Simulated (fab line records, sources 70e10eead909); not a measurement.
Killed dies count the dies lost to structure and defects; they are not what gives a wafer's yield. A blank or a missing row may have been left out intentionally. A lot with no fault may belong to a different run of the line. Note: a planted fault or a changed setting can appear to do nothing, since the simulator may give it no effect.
fab line records    flow nandHarc
[record] lots = 12  wafers = 36  lastDay = 33
route steps=1302 shown P_ZERO_WELL@4 P_STI@83 P_GATE@148 END@1302
lots that met no fault: from a run of the same line without faults
startH: hours from the record's opening day to when the first of the lot's shown wafers began    waitH: hours since the lot's step before    " as in the row above    L1.1+2: a row that stands for several wafers    - no value, or no start was given    * or withheld: withheld    < > ~ a bound
route shown NAME@n: a module of which the file shows steps, and the number in the route of the first    usual: mean and standard deviation over wafers with no fault    same: alike in all rows    chamber/n: place in a boat    sites: per-site readings    _std_site: the values' standard deviation    _edge_site: the outer-site mean with the inner-site mean subtracted    radiusMm: for every site, how far away it sits from the centre of the wafer    mask NAME#n: copy n    behind: the last tool/chamber to shape the wafer    hold: what put the lot on hold/how long, in hours/how the hold closed    device: whichever transistor did not switch (one of n, p or np)    end of line: tests run on the same wafers once the route is complete    a step given without rows: its recipe and nothing more    killed: not the wafer's yield, but the dies lost to structure and defects at the first sort    map: a wafer's dies, marking killed ones x, the rest . and places with no die _
set.NAME: setting as actually run; set.NAME@STEP: the setting as run at that earlier step    model.NAME: the simulator's own value behind a step, which no gauge read
a sample of lots followed through the steps of the route, with each step as a table and each wafer as a row
services: the hour from which a tool's chamber was out of use, counted from the record's first day as startH (under 0 if before that day), plus the number of hours and why
[[steps]]
[step NHARC_P_ZERO_WELL_PECVD_02]
[recipe] targetThkA = 100  tempC = 400  pressureTorr = 6.5  rfW = withheld  teosFlowSccm = withheld  flowSccm = 2650  targetThkNm = 10  gas = O2  material = SiO2
lot.wafer   tool      chamber  startH  waitH
L730.2+4+6  pecvd-02  2,2,0    20.49   -
L731.2+6+4  pecvd-02  0,0,1    30.49   -
L733.3+1+4  pecvd-03  2,1,0    50.44   -
L735.2+6+5  pecvd-01  2,1,0    70.48   -
L737.1+3+6  pecvd-03  0,2,2    90.45   -
L739.2+4+5  pecvd-02  2,0,2    110.52  -
L741.2+1+6  pecvd-02  1,2,0    130.49  -
L742.4+6+5  pecvd-02  0,1,2    140.57  -
L743.3+6+5  pecvd-01  1,1,2    150.44  -
L744.3+1+5  pecvd-02  0,1,0    160.51  -
L750.3+5+6  pecvd-01  1,0,1    220.49  -
L752.2+5+6  pecvd-02  1,2,0    240.54  -
[step NHARC_P_ZERO_WELL_INSPECT_43]
[usual] rawDefectCount = 12/5.4
lot.wafer  tool              chamber  startH  waitH  rawDefectCount
L730.2     defectInspect-01  -        27.81   0.5    4
L730.4     "                 -        "       "      6
L730.6     "                 -        "       "      10
L731.2     defectInspect-02  -        37.45   0.5    17
L731.4     "                 -        "       "      20
L731.6     "                 -        "       "      15
L733.1     defectInspect-02  -        57.44   0.6    15
L733.3     "                 -        "       "      18
L733.4     "                 -        "       "      20
L735.2     defectInspect-02  -        77.41   0.5    8
L735.5     "                 -        "       "      9
L735.6     "                 -        "       "      12
L737.1     defectInspect-02  -        97.45   0.6    14
L737.3     "                 -        "       "      5
L737.6     "                 -        "       "      11
L739.2     defectInspect-01  -        117.86  0.5    9
L739.4     "                 -        "       "      5
L739.5     "                 -        "       "      14
L741.1     defectInspect-01  -        137.75  0.6    7
L741.2     "                 -        "       "      9
L741.6     "                 -        "       "      5
L742.4     defectInspect-01  -        147.57  0.2    284
L742.5     "                 -        "       "      277
L742.6     "                 -        "       "      267
L743.3     defectInspect-02  -        157.63  0.4    5
L743.5     "                 -        "       "      9
L743.6     "                 -        "       "      14
L744.1     defectInspect-02  -        168.14  0.6    295
L744.3     "                 -        "       "      304
L744.5     "                 -        "       "      297
L750.3     defectInspect-01  -        227.77  0.4    14
L750.5     "                 -        "       "      19
L750.6     "                 -        "       "      16
L752.2     defectInspect-02  -        247.63  0.5    12
L752.5     "                 -        "       "      4
L752.6     "                 -        "       "      6
[step NHARC_P_STI_CD_MEAS_09]
[recipe] targetCdNm = 200  landingEnergyEv = 500
[usual] cdNm = 201.1/2
lot.wafer  tool      chamber  startH  waitH  cdNm
L730.2     cdSem-01  0        47.79   -      198.5
L730.4     "         0        "       "      200.5
L730.6     "         0        "       "      198.4
L731.2     cdSem-01  0        58.67   -      203.7
L731.4     "         0        "       "      202.6
L731.6     "         0        "       "      203.5
L733.1     cdSem-02  0        74.99   -      199.5
L733.3     "         0        "       "      201.0
L733.4     "         0        "       "      200.4
L735.2     cdSem-02  0        92.83   -      201.7
L735.5     "         0        "       "      199.3
L735.6     "         0        "       "      204.1
L737.1     cdSem-01  0        112.68  -      201.0
L737.3     "         0        "       "      200.0
L737.6     "         0        "       "      200.3
L739.2     cdSem-02  0        137.17  -      202.9
L739.4     "         0        "       "      201.9
L739.5     "         0        "       "      204.1
L741.1     cdSem-03  0        153.19  -      203.0
L741.2     "         0        "       "      198.0
L741.6     "         0        "       "      199.0
L742.4     cdSem-02  0        162.18  -      199.8
L742.5     "         0        "       "      202.7
L742.6     "         0        "       "      202.1
L743.3     cdSem-02  0        174.26  -      200.0
L743.5     "         0        "       "      198.7
L743.6     "         0        "       "      202.9
L744.1     cdSem-01  0        184.90  -      201.8
L744.3     "         0        "       "      199.5
L744.5     "         0        "       "      201.0
L750.3     cdSem-01  0        245.42  -      200.8
L750.5     "         0        "       "      198.1
L750.6     "         0        "       "      203.6
L752.2     cdSem-02  0        265.16  -      196.8
L752.5     "         0        "       "      200.2
L752.6     "         0        "       "      201.7
[step NHARC_P_STI_INSPECT_11]
[usual] rawDefectCount = 5.7/2.9
lot.wafer  tool              chamber  startH  waitH  rawDefectCount
L730.2     defectInspect-02  -        47.91   0.0    3
L730.4     "                 -        "       "      3
L730.6     "                 -        "       "      8
L731.2     defectInspect-02  -        58.79   0.0    9
L731.4     "                 -        "       "      10
L731.6     "                 -        "       "      5
L733.1     defectInspect-02  -        75.12   0.0    6
L733.3     "                 -        "       "      2
L733.4     "                 -        "       "      4
L735.2     defectInspect-02  -        92.95   0.0    4
L735.5     "                 -        "       "      8
L735.6     "                 -        "       "      4
L737.1     defectInspect-02  -        112.81  0.0    6
L737.3     "                 -        "       "      5
L737.6     "                 -        "       "      3
L739.2     defectInspect-01  -        137.29  0.0    7
L739.4     "                 -        "       "      7
L739.5     "                 -        "       "      2
L741.1     defectInspect-02  -        153.32  0.0    5
L741.2     "                 -        "       "      5
L741.6     "                 -        "       "      6
L742.4     defectInspect-02  -        162.30  0.0    279
L742.5     "                 -        "       "      273
L742.6     "                 -        "       "      278
L743.3     defectInspect-01  -        174.38  0.0    3
L743.5     "                 -        "       "      11
L743.6     "                 -        "       "      11
L744.1     defectInspect-02  -        185.03  0.0    285
L744.3     "                 -        "       "      300
L744.5     "                 -        "       "      280
L750.3     defectInspect-01  -        245.54  0.0    4
L750.5     "                 -        "       "      8
L750.6     "                 -        "       "      3
L752.2     defectInspect-01  -        265.29  0.0    3
L752.5     "                 -        "       "      2
L752.6     "                 -        "       "      9
[step NHARC_P_GATE_ETCH_114]
[recipe] targetDepthA = 300  overetchA = 30  timeS = 16.5  ionEnergyEv = 100  cf4FlowSccm = 80  o2FlowSccm = 20  arFlowSccm = 0  rfW = 300  biasW = 100  chemistry = CF4/O2
[usual] drypumpMotorCurrentA = 5.8/0.64  oes_o_777_au = 1.000/0.005  oesProductAu = 0.999/0.011  rfVppV = 197.3/1.2  showerheadPlenumPTorr = 1.31/0.048  throttleValvePct = 13.399/0.0085
[same] timeS = 16.5
lot.wafer  tool        chamber  startH  waitH  drypumpMotorCurrentA  oes_o_777_au  oesProductAu  rfHoursCounterH  rfVppV  showerheadPlenumPTorr  throttleValvePct
L730.2     rieDiel-12  0        -       -      6.6                   1.004         1.027         0.0              198.3   1.38                   13.406
L730.4     "           2        "       "      6.7                   0.998         0.994         0.1              196.3   1.30                   13.404
L730.6     "           3        "       "      5.9                   0.994         1.010         -                195.5   1.25                   13.395
L731.4     rieDiel-04  1        -       -      5.7                   1.002         0.985         5.6              195.5   1.26                   13.389
L731.2     "           2        "       "      5.8                   1.012         0.999         3.7              198.9   1.38                   13.395
L731.6     "           0        "       "      5.7                   1.006         1.015         -                197.7   1.35                   13.407
L733.4     rieDiel-04  3        -       -      6.6                   1.003         0.993         6.5              195.5   1.32                   13.398
L733.3     "           0        "       "      5.6                   0.993         1.016         6.6              198.4   1.35                   13.394
L733.1     "           1        "       "      5.7                   1.003         0.980         6.7              196.5   1.26                   13.391
L735.2     rieDiel-04  0        -       -      5.7                   0.999         1.005         7.8              198.4   1.34                   13.409
L735.5     "           3        "       "      6.6                   0.997         0.995         -                197.9   1.32                   13.400
L735.6     "           0        "       "      5.6                   1.000         1.015         -                197.7   1.34                   13.403
L737.1     rieDiel-12  1        -       -      4.7                   1.005         1.004         3.5              197.5   1.25                   13.392
L737.3     "           0        "       "      6.6                   1.001         1.008         3.9              198.4   1.38                   13.415
L737.6     "           2        "       "      6.7                   1.000         0.987         -                198.0   1.30                   13.397
L739.2     rieDiel-09  0        -       -      4.9                   1.004         1.000         1.8              195.8   1.25                   13.391
L739.4     "           2        "       "      6.3                   1.000         0.994         2.5              199.4   1.36                   13.394
L739.5     "           1        "       "      5.4                   0.996         1.002         -                198.0   1.33                   13.395
L741.2     rieDiel-04  1        -       -      5.7                   0.996         0.983         0.5              196.7   1.26                   13.407
L741.1     "           2        "       "      5.8                   0.998         1.003         0.4              197.5   1.38                   13.392
L741.6     "           0        "       "      5.6                   1.002         1.028         -                198.8   1.34                   13.393
L742.4     rieDiel-09  0        -       -      4.9                   0.991         0.977         2.6              196.0   1.25                   13.397
L742.5     "           1        "       "      5.4                   0.998         0.990         -                197.3   1.33                   13.384
L742.6     "           2        "       "      6.3                   1.004         0.987         -                198.6   1.36                   13.406
L744.3     rieDiel-12  0        -       -      6.6                   1.004         1.010         10.1             197.7   1.38                   13.390
L744.1     "           1        "       "      4.7                   0.998         1.001         8.3              196.0   1.25                   13.402
L744.5     "           0        "       "      6.6                   0.995         1.016         -                197.5   1.38                   13.417
L743.3     rieDiel-04  2        -       -      5.8                   1.005         0.996         2.4              198.4   1.38                   13.393
L743.5     "           1        "       "      5.7                   0.993         0.983         -                195.4   1.25                   13.408
L743.6     "           2        "       "      5.8                   0.995         1.001         -                199.5   1.38                   13.405
L750.3     rieDiel-09  1        -       -      5.4                   1.006         0.989         6.9              197.6   1.33                   13.403
L750.6     "           0        "       "      4.9                   0.996         0.998         -                196.1   1.25                   13.396
L750.5     "           1        "       "      5.4                   1.003         0.995         -                198.3   1.33                   13.400
L752.2     rieDiel-12  2        -       -      6.7                   1.005         0.996         2.7              197.4   1.30                   13.394
L752.6     "           0        "       "      6.6                   1.000         0.996         -                199.6   1.38                   13.391
L752.5     "           1        "       "      4.7                   1.005         0.996         -                196.6   1.25                   13.394
[step NHARC_P_GATE_CD_MEAS_91]
[recipe] targetCdNm = 2000  landingEnergyEv = 500
[usual] cdNm = 1999.0/1.8
lot.wafer  tool      chamber  startH  waitH  cdNm
L730.2     cdSem-03  0        116.89  -      1996.7
L730.4     "         0        "       "      2000.5
L730.6     "         0        "       "      1999.5
L731.2     cdSem-03  0        129.02  -      1997.3
L731.4     "         0        "       "      1999.0
L731.6     "         0        "       "      1997.8
L733.1     cdSem-01  0        143.02  -      2000.0
L733.3     "         0        "       "      2001.5
L733.4     "         0        "       "      2001.6
L735.2     cdSem-02  0        161.63  -      1998.2
L735.5     "         0        "       "      1999.2
L735.6     "         0        "       "      2000.0
L737.1     cdSem-02  0        177.65  -      1998.2
L737.3     "         0        "       "      2000.4
L737.6     "         0        "       "      1999.7
L739.2     cdSem-02  0        201.13  -      1999.9
L739.4     "         0        "       "      1997.3
L739.5     "         0        "       "      1995.9
L741.1     cdSem-01  0        220.53  -      2003.2
L741.2     "         0        "       "      2001.1
L741.6     "         0        "       "      2001.9
L742.4     cdSem-03  0        231.14  -      1998.2
L742.5     "         0        "       "      2000.9
L742.6     "         0        "       "      1998.0
L744.1     cdSem-03  0        261.34  -      1998.1
L744.3     "         0        "       "      2000.9
L744.5     "         0        "       "      1998.7
L743.3     cdSem-03  0        262.15  -      1994.6
L743.5     "         0        "       "      1997.8
L743.6     "         0        "       "      1996.3
L750.3     cdSem-02  0        315.67  -      1998.4
L750.5     "         0        "       "      2000.3
L750.6     "         0        "       "      1998.2
L752.2     cdSem-03  0        335.29  -      2000.6
L752.5     "         0        "       "      1998.5
L752.6     "         0        "       "      1997.9
[step NHARC_END_SORT_01]
[recipe] tempC = 25
[usual] killedAtArray = 55/12  killedAtOther = 1.0/1.2  killedAtPeriphery = 3.9/2.6  killedDies = 60/12  killedOpen = 3.3/1.9  killedShort = 2.5/1.8
[same] grossDies = 677
lot.wafer  tool       chamber  startH  waitH  killedAtArray  killedAtOther  killedAtPeriphery  killedDies  killedOpen  killedShort
L742.4     prober-01  0        674.40  3.4    46             1              65                 112         3           4
L742.5     prober-01  0        675.21  3.7    38             0              42                 80          5           1
L742.6     prober-01  0        676.02  4.0    40             0              66                 106         3           1
L744.1     prober-01  0        705.69  2.5    36             0              77                 113         5           3
L744.3     prober-01  0        707.30  3.1    48             0              70                 118         4           5
L744.5     prober-01  0        708.90  3.7    41             0              75                 116         4           2
// killed by level:class
L742.4 P_ZERO_WELL:unspecified=64 A_CHANNEL_HOLE_D1:chamberFilmFlake=28 A_CONTACT:chamberFilmFlake=7 A_M0:chamberFilmFlake=2 P_M2:geometricParticle:open=1 A_ONON_D1:geometricParticle:open=1 A_CHANNEL_FILL_D1:geometricParticle:short=1 A_ONON_D2:geometricParticle:short=1
L742.5 P_ZERO_WELL:unspecified=38 A_CHANNEL_HOLE_D1:chamberFilmFlake=23 A_CONTACT:chamberFilmFlake=7 P_M0:geometricParticle:open=2 A_SLIT:chamberFilmFlake=2 A_STAIRCASE:chamberFilmFlake=2 P_GATE:geometricParticle:short=1 P_CONTACT:geometricParticle:open=1
L742.6 P_ZERO_WELL:unspecified=66 A_CHANNEL_HOLE_D1:chamberFilmFlake=28 A_CONTACT:chamberFilmFlake=5 A_DECK1_JOINT:geometricParticle:open=1 A_WL_FILL:geometricParticle:open=1 A_WL_FILL:geometricParticle:short=1 A_CONTACT:geometricParticle:open=1 A_CHANNEL_FILL_D1:chamberFilmFlake=1
L744.1 P_ZERO_WELL:unspecified=73 A_CHANNEL_HOLE_D2:chamberFilmFlake=17 A_CHANNEL_HOLE_D1:chamberFilmFlake=6 A_SLIT:chamberFilmFlake=3 P_GATE:geometricParticle:open=2 A_CHANNEL_FILL_D1:geometricParticle:short=2 A_CONTACT:chamberFilmFlake=2 A_SOURCE_PLATE:geometricParticle:open=1
L744.3 P_ZERO_WELL:unspecified=69 A_CHANNEL_HOLE_D2:chamberFilmFlake=24 A_CHANNEL_HOLE_D1:chamberFilmFlake=6 A_SLIT:chamberFilmFlake=3 A_DECK1_JOINT:geometricParticle:open=2 A_WL_FILL:geometricParticle:short=2 A_CONTACT:chamberFilmFlake=2 A_SGD_CUT:chamberFilmFlake=2
L744.5 P_ZERO_WELL:unspecified=72 A_CHANNEL_HOLE_D2:chamberFilmFlake=19 A_CHANNEL_HOLE_D1:chamberFilmFlake=8 A_SLIT:chamberFilmFlake=4 A_CONTACT:chamberFilmFlake=3 A_CHANNEL_FILL_D2:chamberFilmFlake=2 P_STI:geometricParticle:short=1 P_M2:geometricParticle:open=1
[[services]]
tool        chamber  startH  hours  kind
rieDiel-04  -        0.90    9.0    pm
pecvd-02    -        10.40   1.3    repair
rieDiel-09  1        21.49   2.6    repair
rieDiel-09  0        21.63   3.8    repair
pecvd-02    -        46.13   13.0   pm
pecvd-01    1        49.97   2.9    repair
rieDiel-12  -        91.40   9.0    pm
pecvd-02    -        96.38   1.6    repair
rieDiel-04  2        97.48   4.4    repair
rieDiel-04  0        100.26  5.4    repair
rieDiel-12  3        105.20  9.5    repair
rieDiel-12  1        115.62  12.3   repair
pecvd-01    -        130.00  13.0   pm
rieDiel-04  1        132.70  1.3    repair
rieDiel-12  3        139.04  2.6    repair
rieDiel-12  1        165.31  4.3    repair
rieDiel-04  -        177.90  9.0    pm
pecvd-02    -        218.23  0.7    repair
pecvd-02    -        227.13  13.0   pm
rieDiel-04  2        232.60  11.0   repair
rieDiel-12  -        268.40  9.0    pm
rieDiel-12  0        288.66  8.2    repair
rieDiel-04  3        294.22  8.4    repair
rieDiel-04  0        298.58  8.8    repair
[[key]]
[firstSign] step = NHARC_P_ZERO_WELL_INSPECT_43  reading = rawDefectCount  direction = up  sigmas = 51  usual = 12  struck = 287
[effect] step = NHARC_P_STI_INSPECT_11  reading = rawDefectCount  direction = up  sigmas = 94  usual = 5.7  struck = 282.5
[effect] step = NHARC_END_SORT_01  reading = killedAtPeriphery  direction = up  sigmas = 24  usual = 3.9  struck = 65.8
[moreKillsBornAt] NHARC_P_ZERO_WELL_PECVD_02@pecvd-02 = 382
metAt NHARC_P_ZERO_WELL_PECVD_02
struckLots L742,L744
testerLeftOut L742,L744
notActingAt NHARC_P_STI_CD_MEAS_09,NHARC_P_GATE_ETCH_114,NHARC_P_GATE_CD_MEAS_91
onsetBetween 130.49 140.57
[fault] kind = chamberParticleSource  tool = pecvd-02  chamber = -  onsetH = 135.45  steps = NHARC_P_ZERO_WELL_PECVD_02  ratePerVisitCm2 = 0.42082  endH = 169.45
// testerLeftOut: of these lots the tester's yield and bins aren't shown, on N5 and GAA mostly nor the transistor test; their killed dies are dies lost to structure and defects alone, not to doping, threshold or leakage, so they don't give the yield
